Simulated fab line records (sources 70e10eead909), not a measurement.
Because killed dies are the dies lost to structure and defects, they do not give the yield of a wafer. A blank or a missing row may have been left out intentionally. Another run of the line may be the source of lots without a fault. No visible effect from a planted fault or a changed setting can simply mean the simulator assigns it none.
Matching of chambers + flow nand_harc + 4 sister chambers for NHARC_P_M0_ETCH_34 on rie_diel-09
The step etches the open film in N2/H2, target depth 40 nm, overetch 12 nm, time 43.94 s. 14 wafers are shown with their chamber, then 7 later ones without.

WAFERS, EACH WITH ITS CHAMBER
| wafer  | chamber | showerhead_plenum_p_Torr (Torr) | drypump_motor_current_A (A) | rf_vpp_V (V) |
|--------|---------|---------------------------------|-----------------------------|--------------|
| L512.1 | 3       | 1.92                            | 6.2                         | 428.0        |
| L512.4 | 1       | 1.90                            | 5.6                         | 425.3        |
| L512.6 | 1       | 1.90                            | 5.7                         | 425.0        |
| L511.2 | 1       | 1.90                            | 5.7                         | 426.9        |
| L511.3 | 2       | 1.91                            | 5.7                         | 427.2        |
| L511.5 | 1       | 1.90                            | 5.7                         | 425.9        |
| L518.1 | 2       | 1.91                            | 5.6                         | 426.6        |
| L518.3 | 3       | 1.92                            | 6.2                         | 427.7        |
| L518.6 | 1       | 1.90                            | 5.7                         | 427.2        |
| L522.1 | 3       | 1.92                            | 6.2                         | 428.3        |
| L522.2 | 0       | 2.18                            | 5.3                         | 434.8        |
| L522.3 | 1       | 1.90                            | 5.7                         | 427.3        |
| L525.1 | 2       | 1.91                            | 5.6                         | 426.8        |
| L525.5 | 0       | 2.17                            | 5.3                         | 434.4        |

SIGNATURES, as means of the wafers listed above
| reading                  | chamber 0 | chamber 1 | chamber 2 | chamber 3 | scatter within a chamber |
|--------------------------|-----------|-----------|-----------|-----------|--------------------------|
| showerhead_plenum_p_Torr | 2.1750    | 1.9000    | 1.9100    | 1.9200    | 0.00224                  |
| drypump_motor_current_A  | 5.300     | 5.683     | 5.633     | 6.200     | 0.0387                   |
| rf_vpp_V                 | 434.600   | 426.267   | 426.867   | 428.000   | 0.739                    |
Rule: a wafer lies at a distance from a chamber equal to the root of the sum of squares, over the readings, of (its reading less the chamber's mean, divided by the reading's scatter). The wafer belongs to the nearest chamber; if the next one is less than 2 further off, it can't be placed. The scatter: the root of (the sum of the squares of (reading less its chamber's mean) over the shown wafers, divided by (wafers less chambers)).

WAFERS WHOSE CHAMBER IS MISSING
| wafer  | showerhead_plenum_p_Torr (Torr) | drypump_motor_current_A (A) | rf_vpp_V (V) |
|--------|---------------------------------|-----------------------------|--------------|
| L525.6 | 1.90                            | 5.7                         | 426.9        |
| L526.1 | 1.92                            | 6.2                         | 427.3        |
| L526.2 | 1.91                            | 5.6                         | 427.0        |
| L526.5 | 1.92                            | 6.2                         | 426.1        |
| L530.1 | 1.91                            | 6.2                         | 425.9        |
| L530.3 | 1.90                            | 5.6                         | 425.6        |
| L530.6 | 1.90                            | 5.7                         | 427.1        |

WHICH CHAMBER EACH ONE RAN IN
| wafer  | from the rows above | in truth                   |
|--------|---------------------|----------------------------|
| L525.6 | 1                   | 1                          |
| L526.1 | 3                   | 3                          |
| L526.2 | 2                   | 2                          |
| L526.5 | 3                   | 3                          |
| L530.1 | 3                   | 3                          |
| L530.3 | 1                   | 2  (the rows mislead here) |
| L530.6 | 1                   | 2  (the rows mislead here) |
Correct placement for 5 of the 7. From these rows, 0 cannot be placed. 2 placed wrongly.
